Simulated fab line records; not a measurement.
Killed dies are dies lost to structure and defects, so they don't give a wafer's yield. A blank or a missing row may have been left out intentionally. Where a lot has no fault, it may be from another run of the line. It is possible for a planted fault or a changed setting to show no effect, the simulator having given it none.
fab line records    flow nand-harc
record: lots: 5  wafers: 15  last-day: 31
route steps=1302 shown THIN_TSV@1251 END@1301
lots that met no fault: from a run of the same line without faults
start-h: the number of hours between the record's first day and the start of the first shown wafer of the lot    wait-h: hours from the lot's prior step to this one    " unchanged from the row above    L1.1+2: a single row standing in for several wafers    - either no value or no given start    * or withheld: withheld    < > ~ a bound
route shown NAME@n: names a module that has steps shown in the file, with the first one's number in the route    usual: the fault-free wafers' mean and standard deviation    same: alike in all rows    chamber/n: place in a boat    sites: each site's reading    _std_site: standard deviation of those values    _edge_site: inner sites' mean taken away from outer sites' mean    radius-mm: how far each site lies from the wafer's centre    mask NAME#n: copy n    behind: the most recent tool/chamber to have shaped the wafer    hold: reason for holding the lot/hours on hold/outcome of the hold    device: names the non-switching transistor (n, p or np)    end of line: the tests these same wafers got at the end of their route    for a step that has no rows: nothing shown but its recipe    killed: dies that structure and defects cost at the first sort, which is not the same as the wafer's yield    map: per-die view of a wafer (x killed, . not killed, _ where there is no die)
set.NAME: the setting as run; set.NAME@STEP: as run at that earlier step    model.NAME: the simulator's own value behind a step, which no gauge read
certain route steps with their lots: each step a table, each wafer a row
services: from which hour (start-h, from the record's first day; less than 0 if before it) a tool's chamber was out of use, for how many hours, and why
== steps ==
step: NHARC_THIN_TSV_DEHYDRATE_04
recipe: temp-c: 150  time-s: 120
step: NHARC_THIN_TSV_HMDS_05
recipe: time-s: 30
step: NHARC_THIN_TSV_COAT_06
recipe: spin-rpm: *
step: NHARC_THIN_TSV_SOFTBAKE_07
recipe: temp-c: 122  time-s: 95
step: NHARC_THIN_TSV_EBR_08
step: NHARC_THIN_TSV_EXPOSE_09
recipe: na: 0.55  dose-mj: 30.7  mask-id: TSV
step: NHARC_THIN_TSV_PEB_10
recipe: peb-temp-c: 118  peb-time-s: 85
step: NHARC_THIN_TSV_DEVELOP_11
recipe: time-s: 70
step: NHARC_THIN_TSV_CD_MEAS_12
recipe: target-cd-nm: 1000  landing-energy-ev: 500
usual: cd-nm: 1000.6/1.7
lot.wafer  tool       chamber  start-h  wait-h  cd-nm
L173.1     cd-sem-03  0        552.04   -       998.9
L173.3     "          0        "        "       998.8
L173.4     "          0        "        "       1000.5
L180.1     cd-sem-02  0        636.71   -       996.5
L180.3     "          0        "        "       998.9
L180.5     "          0        "        "       998.3
L187.3     cd-sem-03  0        692.87   -       1003.6
L187.4     "          0        "        "       1002.8
L187.6     "          0        "        "       1001.9
L186.4     cd-sem-03  0        708.44   -       998.1
L186.5     "          0        "        "       996.5
L186.6     "          0        "        "       999.2
L189.2     cd-sem-03  0        718.45   -       999.5
L189.4     "          0        "        "       1000.8
L189.6     "          0        "        "       999.1
step: NHARC_THIN_TSV_HARDBAKE_13
recipe: temp-c: 125  time-s: 80
step: NHARC_THIN_TSV_DESCUM_14
recipe: time-s: 3  o2-flow-sccm: 200  ar-flow-sccm: 0  bias-power-w: 0  chemistry: O2
step: NHARC_THIN_TSV_ETCH_44
recipe: target-depth-a: 15942  time-s: 797.1  cf4-flow-sccm: 150  o2-flow-sccm: 10  ar-flow-sccm: 0  rf-w: 300  bias-w: 800  chemistry: CF4/O2
step: NHARC_THIN_TSV_ETCH_15
recipe: target-depth-a: 30000  bosch-target-overetch-cycles: 2  bosch-etch-step-s: 2.8  bosch-dep-step-s: 1.2  bosch-cycles: 14
usual: drypump-motor-current-A: 5.9/0.33
same: bosch-cycles: 14
lot.wafer  tool       chamber  start-h  wait-h  drypump-motor-current-A  rf-hours-counter-h
L173.1     rie-si-03  0        552.85   -       5.8                      0.9
L173.4     "          1        "        "       5.7                      0.9
L173.3     "          3        "        "       6.5                      0.9
L180.1     rie-si-01  1        637.53   -       6.0                      0.5
L180.3     "          0        "        "       5.6                      0.5
L180.5     "          2        "        "       6.3                      -
L187.4     rie-si-03  0        693.68   -       5.8                      0.8
L187.3     "          3        "        "       6.5                      0.7
L187.6     "          0        "        "       5.8                      -
L186.4     rie-si-01  2        709.27   -       6.2                      0.9
L186.5     "          0        "        "       5.6                      -
L186.6     "          1        "        "       6.0                      -
L189.4     rie-si-02  3        719.26   -       5.5                      0.4
L189.2     "          1        "        "       6.1                      0.4
L189.6     "          0        "        "       6.1                      -
step: NHARC_THIN_TSV_CD_MEAS_16
usual: cd-nm: 1000.7/1.7
lot.wafer  tool       chamber  start-h  wait-h  cd-nm
L173.1     cd-sem-03  -        553.00   0.1     999.0
L173.3     "          -        "        "       999.0
L173.4     "          -        "        "       1001.4
L180.1     cd-sem-01  -        637.70   0.2     997.1
L180.3     "          -        "        "       999.2
L180.5     "          -        "        "       998.2
L187.3     cd-sem-02  -        693.83   0.1     1003.9
L187.4     "          -        "        "       1003.1
L187.6     "          -        "        "       1002.1
L186.4     cd-sem-01  -        709.40   0.1     998.6
L186.5     "          -        "        "       996.9
L186.6     "          -        "        "       998.9
L189.2     cd-sem-01  -        719.41   0.1     999.3
L189.4     "          -        "        "       1001.0
L189.6     "          -        "        "       999.2
step: NHARC_THIN_TSV_STRIP_45
recipe: power-w: 1500  temp-c: 250  chemistry: O2
step: NHARC_THIN_TSV_STRIP_46
recipe: time-s: 1200  temp-c: 72.5  chemistry: post-etch-residue-remover
step: NHARC_THIN_TSV_DEP_47
recipe: target-thk-a: 2000  temp-c: withheld  pressure-torr: 6.5  rf-w: 900  teos-flow-sccm: 161.4  flow-sccm: 2650  target-thk-nm: 200  gas: O2  material: SiO2
usual: throttle-valve-pct: 16.0/0.65
lot.wafer  tool      chamber  start-h  wait-h  throttle-valve-pct
L173.1     pecvd-02  0        553.92   -       17.4
L173.3     "         1        "        "       16.4
L173.4     "         0        "        "       17.3
L180.3     pecvd-01  2        638.65   -       15.9
L180.1     "         0        "        "       15.0
L180.5     "         2        "        "       15.8
L187.3     pecvd-01  2        694.77   -       16.0
L187.4     "         1        "        "       15.9
L187.6     "         0        "        "       14.9
L186.4     pecvd-01  2        710.43   -       16.0
L186.6     "         0        "        "       14.6
L186.5     "         1        "        "       15.8
L189.2     pecvd-01  2        720.27   -       16.0
L189.6     "         2        "        "       16.0
L189.4     "         1        "        "       15.7
step: NHARC_THIN_TSV_ETCHBACK_48
recipe: target-depth-a: 10285  over-etch-frac: 0.3  time-s: 405.17  ion-energy-ev: 250  c4f8-flow-sccm: withheld  ar-flow-sccm: withheld  rf-w: 600  bias-w: 300  chemistry: C4F8/Ar
step: NHARC_THIN_TSV_STRIP_62
recipe: power-w: 1500  temp-c: 250  time-s: 20  chemistry: N2/H2
usual: drypump-motor-current-A: 5.8/0.51  heater-power-w: 331/39  temp-c: 250.01/0.17
same: time-s: 20
lot.wafer  tool             chamber  start-h  wait-h  drypump-motor-current-A  heater-power-w  rf-hours-counter-h  temp-c
L173.1     plasma-asher-01  1        554.65   -       5.7                      270             6                   250.02
L173.3     "                0        "        "       5.7                      333             -                   249.96
L173.4     "                1        "        "       5.7                      269             -                   249.77
L180.1     plasma-asher-02  1        639.41   -       6.7                      383             9                   249.89
L180.3     "                1        "        "       6.7                      382             -                   249.96
L180.5     "                1        "        "       6.6                      376             -                   250.21
L187.3     plasma-asher-01  0        695.53   -       5.7                      335             -                   250.13
L187.4     "                1        "        "       5.7                      267             -                   249.80
L187.6     "                0        "        "       5.7                      323             -                   250.34
L186.4     plasma-asher-02  0        711.12   -       5.2                      366             -                   249.94
L186.6     "                1        "        "       6.6                      382             -                   250.19
L186.5     "                0        "        "       5.2                      362             -                   249.95
L189.2     plasma-asher-01  0        721.05   -       5.7                      338             4                   249.80
L189.4     "                1        "        "       5.7                      278             -                   250.30
L189.6     "                0        "        "       5.7                      339             -                   249.85
step: NHARC_THIN_TSV_DEGAS_49
recipe: temp-c: 300  time-s: 120
step: NHARC_THIN_TSV_PRE_CLEAN_50
recipe: time-s: 30  temp-c: 280  gas: H2/He
step: NHARC_THIN_TSV_PVD_19
recipe: target-thk-a: 200  chamber-pressure-pa: 5  material: TaN
step: NHARC_THIN_TSV_PVD_51
recipe: target-thk-a: 1000  chamber-pressure-pa: 5  material: Cu
usual: throttle-valve-pct: 30.3/1
lot.wafer  tool            chamber  start-h  wait-h  throttle-valve-pct
L173.3     pvd-sputter-01  -        -        -       29.5
L173.1     "               -        "        "       30.2
L173.4     "               -        "        "       30.6
L180.3     pvd-sputter-01  -        -        -       28.4
L180.1     "               -        "        "       29.5
L180.5     "               -        "        "       28.9
L187.3     pvd-sputter-02  -        -        -       31.8
L187.4     "               -        "        "       30.9
L187.6     "               -        "        "       31.8
L186.4     pvd-sputter-02  -        -        -       30.4
L186.5     "               -        "        "       30.6
L186.6     "               -        "        "       31.6
L189.4     pvd-sputter-02  -        -        -       30.5
L189.2     "               -        "        "       30.8
L189.6     "               -        "        "       30.6
step: NHARC_THIN_TSV_ECD_20
recipe: target-thk-a: 20000  material: Cu
step: NHARC_THIN_TSV_ANNEAL_52
recipe: temp-c: 225  time-s: 90
usual: wafer_temp_C_max: 225.71/0.23
same: time-s: 90
lot.wafer  tool           chamber  start-h  wait-h  wafer_temp_C_max
L173.1     rtp-anneal-02  0        555.97   0.5     225.50
L173.3     "              0        "        "       225.50
L173.4     "              0        "        "       225.62
L180.1     rtp-anneal-02  0        640.76   0.6     225.20
L180.3     "              0        "        "       225.60
L180.5     "              0        "        "       225.55
L187.3     rtp-anneal-01  0        696.99   0.4     225.69
L187.4     "              0        "        "       225.91
L187.6     "              0        "        "       225.85
L186.4     rtp-anneal-01  0        712.57   0.6     225.56
L186.5     "              0        "        "       225.48
L186.6     "              0        "        "       225.89
L189.2     rtp-anneal-01  0        722.44   0.6     226.04
L189.4     "              0        "        "       225.85
L189.6     "              0        "        "       226.08
step: NHARC_THIN_TSV_CMP_21
recipe: t-overpolish-s: 30  target-thk-nm: 2000
step: NHARC_THIN_TSV_SRD_23
step: NHARC_THIN_TSV_DEGAS_53
recipe: temp-c: 300  time-s: 60
step: NHARC_THIN_TSV_PRE_CLEAN_54
recipe: time-s: 30  temp-c: 280  gas: H2/He
usual: heater-power-w: 413/34
same: time-s: 30
lot.wafer  tool            chamber  start-h  wait-h  heater-power-w
L173.4     pvd-sputter-03  -        556.84   0.0     373
L173.3     "               -        "        "       461
L173.1     "               -        "        "       426
L180.3     pvd-sputter-01  -        641.71   0.1     391
L180.1     "               -        "        "       458
L180.5     "               -        "        "       381
L187.4     pvd-sputter-01  -        697.78   0.1     385
L187.3     "               -        "        "       400
L187.6     "               -        "        "       377
L186.4     pvd-sputter-01  -        713.33   0.1     385
L186.5     "               -        "        "       460
L186.6     "               -        "        "       399
L189.2     pvd-sputter-01  -        723.27   0.0     397
L189.4     "               -        "        "       390
L189.6     "               -        "        "       376
step: NHARC_THIN_TSV_PVD_55
recipe: target-thk-a: 500  material: TiN
step: NHARC_THIN_TSV_PVD_24
recipe: target-thk-a: 8000  power-w: withheld  chamber-pressure-pa: withheld  substrate-temp-c: withheld  time-s: withheld  gas: Ar  material: Al
step: NHARC_THIN_TSV_DEHYDRATE_25
recipe: temp-c: 150  time-s: 120
step: NHARC_THIN_TSV_HMDS_26
recipe: time-s: 30
step: NHARC_THIN_TSV_COAT_27
recipe: spin-rpm: *
step: NHARC_THIN_TSV_SOFTBAKE_28
recipe: temp-c: 122  time-s: 95
step: NHARC_THIN_TSV_EBR_29
step: NHARC_THIN_TSV_EXPOSE_30
recipe: na: 0.55  dose-mj: 11.47  mask-id: PAD
step: NHARC_THIN_TSV_PEB_31
recipe: peb-temp-c: 118  peb-time-s: 85
step: NHARC_THIN_TSV_DEVELOP_32
recipe: time-s: 70
step: NHARC_THIN_TSV_CD_MEAS_33
recipe: target-cd-nm: 5000  landing-energy-ev: 500
usual: cd-nm: 4999.5/1.2
lot.wafer  tool       chamber  start-h  wait-h  cd-nm
L173.1     cd-sem-02  0        557.91   -       5000.2
L173.3     "          0        "        "       4999.2
L173.4     "          0        "        "       4998.3
L180.1     cd-sem-02  0        642.77   -       4998.2
L180.3     "          0        "        "       4999.3
L180.5     "          0        "        "       4999.3
L187.3     cd-sem-03  0        698.94   -       5000.8
L187.4     "          0        "        "       5000.8
L187.6     "          0        "        "       4999.8
L186.4     cd-sem-01  0        714.39   -       4998.0
L186.5     "          0        "        "       4997.7
L186.6     "          0        "        "       4998.3
L189.2     cd-sem-03  0        724.36   -       4999.9
L189.4     "          0        "        "       5000.3
L189.6     "          0        "        "       4999.0
step: NHARC_THIN_TSV_HARDBAKE_34
recipe: temp-c: 125  time-s: 80
step: NHARC_END_WLT_00
usual: VT_DECK1_BOTTOM: 0.870/0.0077  VT_DECK1_BOTTOM_INNER: 0.870/0.0079  VT_DECK1_MEDIAN_NEAR_BOTTOM: 0.872/0.0072  VT_DECK1_MEDIAN_NEAR_BOTTOM_INNER: 0.871/0.008  VT_DECK1_MIDDLE: 0.883/0.0078  VT_DECK1_MIDDLE_INNER: 0.883/0.0075  VT_DECK1_TOP: 0.894/0.0084  VT_DECK1_TOP_INNER: 0.895/0.0085  VT_DECK2_BOTTOM: 0.874/0.0069  VT_DECK2_BOTTOM_INNER: 0.874/0.0073  VT_DECK2_MEDIAN_NEAR_BOTTOM: 0.874/0.0068  VT_DECK2_MEDIAN_NEAR_BOTTOM_INNER: 0.875/0.0068  VT_DECK2_MIDDLE: 0.887/0.0065  VT_DECK2_MIDDLE_INNER: 0.886/0.0069  VT_DECK2_TOP: 0.898/0.0071  VT_DECK2_TOP_INNER: 0.898/0.0073
lot.wafer  tool       chamber  start-h  wait-h  hold                      VT_DECK1_BOTTOM  VT_DECK1_BOTTOM_INNER  VT_DECK1_MEDIAN_NEAR_BOTTOM  VT_DECK1_MEDIAN_NEAR_BOTTOM_INNER  VT_DECK1_MIDDLE  VT_DECK1_MIDDLE_INNER  VT_DECK1_TOP  VT_DECK1_TOP_INNER  VT_DECK2_BOTTOM  VT_DECK2_BOTTOM_INNER  VT_DECK2_MEDIAN_NEAR_BOTTOM  VT_DECK2_MEDIAN_NEAR_BOTTOM_INNER  VT_DECK2_MIDDLE  VT_DECK2_MIDDLE_INNER  VT_DECK2_TOP  VT_DECK2_TOP_INNER
L173.1     prober-02  -        563.00   0.1     -                         0.873            0.870                  0.874                        0.869                              0.887            0.883                  0.896         0.898               0.881            0.870                  0.865                        0.876                              0.894            0.887                  0.908         0.901
L173.3     "          -        564.00   1.1     -                         0.870            0.880                  0.872                        0.867                              0.886            0.882                  0.892         0.901               0.865            0.877                  0.874                        0.881                              0.898            0.886                  0.905         0.901
L173.4     "          -        "        "       -                         0.872            0.869                  0.874                        0.872                              0.885            0.884                  0.900         0.900               0.881            0.873                  0.882                        0.872                              0.894            0.893                  0.906         0.899
L180.1     prober-02  -        656.71   7.8     await-dispo/7.0h/release  0.873            0.870                  0.870                        0.877                              0.882            0.886                  0.900         0.891               0.874            0.882                  0.879                        0.877                              0.892            0.893                  0.897         0.908
L180.3     "          -        "        "       await-dispo/7.0h/release  0.870            0.871                  0.869                        0.866                              0.883            0.883                  0.893         0.902               0.880            0.879                  0.868                        0.883                              0.889            0.885                  0.902         0.898
L180.5     "          -        658.70   9.8     await-dispo/7.0h/release  0.877            0.879                  0.874                        0.868                              0.890            0.882                  0.895         0.891               0.887            0.886                  0.893                        0.880                              0.885            0.890                  0.898         0.896
L187.3     prober-01  -        706.00   1.0     -                         0.863            0.869                  0.872                        0.872                              0.882            0.876                  0.892         0.891               0.875            0.875                  0.874                        0.879                              0.886            0.891                  0.900         0.905
L187.4     "          -        "        "       -                         0.866            0.874                  0.864                        0.867                              0.877            0.877                  0.888         0.894               0.880            0.876                  0.874                        0.887                              0.886            0.890                  0.900         0.902
L187.6     "          -        707.49   2.5     -                         0.864            0.867                  0.867                        0.870                              0.879            0.879                  0.888         0.887               0.872            0.884                  0.881                        0.881                              0.892            0.896                  0.900         0.901
L186.4     prober-01  -        721.97   1.5     -                         0.847            0.850                  0.861                        0.856                              0.868            0.866                  0.874         0.870               0.877            0.878                  0.877                        0.882                              0.896            0.892                  0.899         0.898
L186.5     "          -        "        "       -                         0.860            0.850                  0.852                        0.855                              0.876            0.865                  0.869         0.880               0.875            0.877                  0.879                        0.885                              0.894            0.887                  0.909         0.906
L186.6     "          -        "        "       -                         0.855            0.851                  0.857                        0.851                              0.863            0.868                  0.882         0.876               0.881            0.869                  0.883                        0.886                              0.884            0.895                  0.902         0.908
L189.2     prober-01  -        730.89   0.5     -                         0.866            0.863                  0.872                        0.859                              0.872            0.880                  0.890         0.892               0.878            0.872                  0.876                        0.881                              0.883            0.885                  0.901         0.899
L189.4     "          -        731.90   1.6     -                         0.865            0.864                  0.868                        0.863                              0.880            0.874                  0.887         0.887               0.874            0.870                  0.878                        0.873                              0.894            0.883                  0.896         0.899
L189.6     "          -        732.90   2.6     -                         0.868            0.862                  0.871                        0.864                              0.883            0.876                  0.901         0.892               0.873            0.872                  0.873                        0.876                              0.884            0.876                  0.896         0.895
step: NHARC_END_SORT_01
recipe: temp-c: 25
usual: defect-limited-yield: 90.8/2.2  killed-at-array: 58/15  killed-at-other: 0.8/1.2  killed-at-periphery: 3.5/2.5  killed-dies: 62/15  killed-open: 3.2/1.7  killed-short: 2.4/1.5
same: gross-dies: 677
lot.wafer  tool       chamber  start-h  wait-h  hold                      defect-limited-yield[%]  killed-at-array  killed-at-other  killed-at-periphery  killed-dies  killed-open  killed-short
L173.1     prober-02  0        566.00   2.5     -                         91.1                     59               0                1                    60           2            1
L173.3     prober-02  0        567.58   3.1     -                         92.3                     50               0                2                    52           0            1
L173.4     prober-02  0        568.37   3.4     -                         91.0                     60               0                1                    61           4            2
L180.1     prober-02  0        659.70   2.5     await-dispo/4.9h/release  80.9                     86               42               1                    129          2            0
L180.3     prober-02  0        661.28   3.1     await-dispo/4.9h/release  78.1                     73               72               3                    148          4            3
L180.5     prober-02  0        662.87   3.7     await-dispo/4.9h/release  79.2                     69               70               2                    141          4            1
L189.2     prober-01  0        734.22   2.8     -                         89.4                     68               0                4                    72           7            3
L189.4     prober-01  0        735.84   3.4     -                         88.0                     78               1                2                    81           2            1
L189.6     prober-01  0        737.46   4.0     -                         89.5                     70               0                1                    71           5            1
killed by level:class
L173.1 A_CHANNEL_HOLE_D2:chamber-film-flake=33 A_STAIRCASE:chamber-film-flake=11 A_CHANNEL_FILL_D1:chamber-film-flake=4 A_CONTACT:chamber-film-flake=4 A_WL_FILL:chamber-film-flake=2 P_M2:geometric-particle:open=1 A_DECK1_JOINT:geometric-particle:short=1 A_DECK1_JOINT:geometric-particle:open=1
L173.3 A_CHANNEL_HOLE_D2:chamber-film-flake=35 A_STAIRCASE:chamber-film-flake=6 A_WL_FILL:chamber-film-flake=3 A_CONTACT:chamber-film-flake=3 A_ONON_D2:geometric-particle:short=1 P_STI:chamber-film-flake=1 P_GATE:chamber-film-flake=1 A_ZERO_WELL:chamber-film-flake=1
L173.4 A_CHANNEL_HOLE_D2:chamber-film-flake=44 A_CONTACT:chamber-film-flake=4 A_STAIRCASE:chamber-film-flake=3 A_CHANNEL_FILL_D1:chamber-film-flake=2 P_M0:geometric-particle:open=1 A_CHANNEL_FILL_D1:geometric-particle:open=1 A_DECK1_JOINT:geometric-particle:open=1 A_CHANNEL_FILL_D2:geometric-particle:open=1
L180.1 THIN_TSV:unspecified=41 A_CHANNEL_HOLE_D1:chamber-film-flake=39 A_SLIT:chamber-film-flake=28 A_CHANNEL_HOLE_D2:chamber-film-flake=7 A_CONTACT:chamber-film-flake=3 A_DECK1_JOINT:chamber-film-flake=2 A_STAIRCASE:chamber-film-flake=2 A_BONDPAD:chamber-film-flake=2
L180.3 THIN_TSV:unspecified=71 A_CHANNEL_HOLE_D1:chamber-film-flake=30 A_CHANNEL_HOLE_D2:chamber-film-flake=15 A_SLIT:chamber-film-flake=9 A_CONTACT:chamber-film-flake=5 A_STAIRCASE:chamber-film-flake=3 A_BONDPAD:chamber-film-flake=3 P_GATE:geometric-particle:open=1
L180.5 THIN_TSV:unspecified=69 A_SLIT:chamber-film-flake=30 A_CHANNEL_HOLE_D1:chamber-film-flake=22 A_CHANNEL_HOLE_D2:chamber-film-flake=4 A_STAIRCASE:chamber-film-flake=3 A_CHANNEL_FILL_D2:geometric-particle:open=2 A_WL_FILL:chamber-film-flake=2 A_BONDPAD:chamber-film-flake=2
L189.2 A_CHANNEL_HOLE_D1:chamber-film-flake=29 A_CHANNEL_HOLE_D2:chamber-film-flake=13 A_CONTACT:chamber-film-flake=8 A_STAIRCASE:chamber-film-flake=7 P_M0:geometric-particle:open=2 A_SLIT:chamber-film-flake=2 A_CHANNEL_FILL_D1:geometric-particle:open=2 P_CONTACT:geometric-particle:open=1
L189.4 A_CHANNEL_HOLE_D2:chamber-film-flake=29 A_CHANNEL_HOLE_D1:chamber-film-flake=28 A_SLIT:chamber-film-flake=8 A_CONTACT:chamber-film-flake=5 A_STAIRCASE:chamber-film-flake=4 P_CONTACT:geometric-particle:open=1 A_M0:geometric-particle:open=1 P_BONDPAD:chamber-film-flake=1
L189.6 A_CHANNEL_HOLE_D1:chamber-film-flake=31 A_CHANNEL_HOLE_D2:chamber-film-flake=25 A_WL_FILL:geometric-particle:open=2 A_STAIRCASE:chamber-film-flake=2 A_SLIT:chamber-film-flake=2 A_CONTACT:chamber-film-flake=2 A_ONON_D1:geometric-particle:open=1 A_CHANNEL_FILL_D1:geometric-particle:open=1
map L180.3 (x killed, . not)
____________.____________
_________.x....._________
_______...x..x...._______
______.......xx....______
_____...x....x.x.x.._____
____......xxxxxx.....____
____......xxxxxxx....____
___......xx.xxxxxx....___
___....x..xxxxxxxx....___
__........xxxxxxxxx....__
__........xxxxxxxx.....__
_..........xxxxx.x......_
_.x.......xxxxxxx......._
_....x......xxxx........_
_...........xxxx.x......_
_............x.........._
....x.......xx.x.........
....x........x...........
................x........
.....x...................
....xx.x...x.........x...
_..x...................._
_.....x..xx.......x....._
_x...........x.........._
_......x..x.x.x..x......_
_.......x.xxxx.x........_
__.....xxx.xxx...x.....__
__......xxxxx..........__
___.....xxxxx.........___
___....xxxxxx.........___
____....xxxxx........____
____....xxx.x........____
_____..x.x.......x.._____
______.............______
_______..........._______
_________....x.._________
____________.____________
map L186.6 (x killed, . not)
____________.____________
_________.x....._________
_______.....x..x.._______
______....x.x......______
_____........x......_____
____.................____
____.................____
___.........x.....x...___
___...................___
__...............x.....__
__....x................__
_..................x...._
_........x.x......x..x.._
_......................._
_............x.........._
_.........x............._
.........................
............x............
..............x..........
....x...............x....
...........x............x
_.....x................._
_.........x.x.x........._
_...................x..._
_.......xxx........x...._
_.x....x......x..x......_
__........x.....x......__
__.....x.xx..x.........__
___.....xxx....x......___
___.....x.............___
____.......xx........____
____.................____
_____.......x......._____
______...x.........______
_______..........._______
_________......._________
____________.____________
== services ==
tool             chamber  start-h  hours  kind
pvd-sputter-03   -        530.02   2.3    repair
rie-si-01        -        547.00   9.0    pm
pvd-sputter-02   -        552.91   0.8    repair
rie-si-03        -        575.00   9.0    pm
pvd-sputter-01   -        580.46   1.2    repair
pvd-sputter-01   -        584.16   10.0   pm
pecvd-02         -        589.35   13.0   pm
rie-si-01        -        591.02   0.3    repair
plasma-asher-02  -        603.00   9.0    pm
rie-si-02        3        610.10   14.8   repair
rie-si-02        0        613.19   7.7    repair
rie-si-02        2        616.61   6.9    repair
pvd-sputter-03   -        625.27   1.1    repair
rie-si-01        3        630.17   7.8    repair
rie-si-02        -        631.00   9.0    pm
rie-si-03        -        633.55   0.1    repair
pvd-sputter-02   -        634.13   6.8    repair
pecvd-01         2        658.08   21.1   repair
plasma-asher-01  -        666.84   3.5    repair
pvd-sputter-01   -        667.92   2.1    repair
plasma-asher-02  -        670.12   11.2   repair
pecvd-01         -        673.57   13.0   pm
plasma-asher-01  -        696.00   9.0    pm
pvd-sputter-01   -        714.06   1.1    repair
== key ==
first-sign: step: NHARC_END_SORT_01  reading: killed-at-other  direction: up  sigmas: 50  usual: 0.8  struck: 61.3
effect: step: NHARC_END_SORT_01  reading: defect-limited-yield  direction: down  sigmas: 5.2  usual: 90.8  struck: 79.4
more-kills-born-at: NHARC_THIN_TSV_ETCH_15@rie-si-01: 181
met-at NHARC_THIN_TSV_ETCH_15
struck-wafers L180.1,L180.3,L180.5
also-fits NHARC_THIN_TSV_PVD_51:pvd-sputter-01,NHARC_THIN_TSV_ANNEAL_52:rtp-anneal-02
fault: kind: chamber-particle-source  tool: rie-si-01  chamber: -  onset-h: 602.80  steps: NHARC_THIN_TSV_ETCH_15  rate-per-visit-cm2: 0.50251  end-h: 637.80
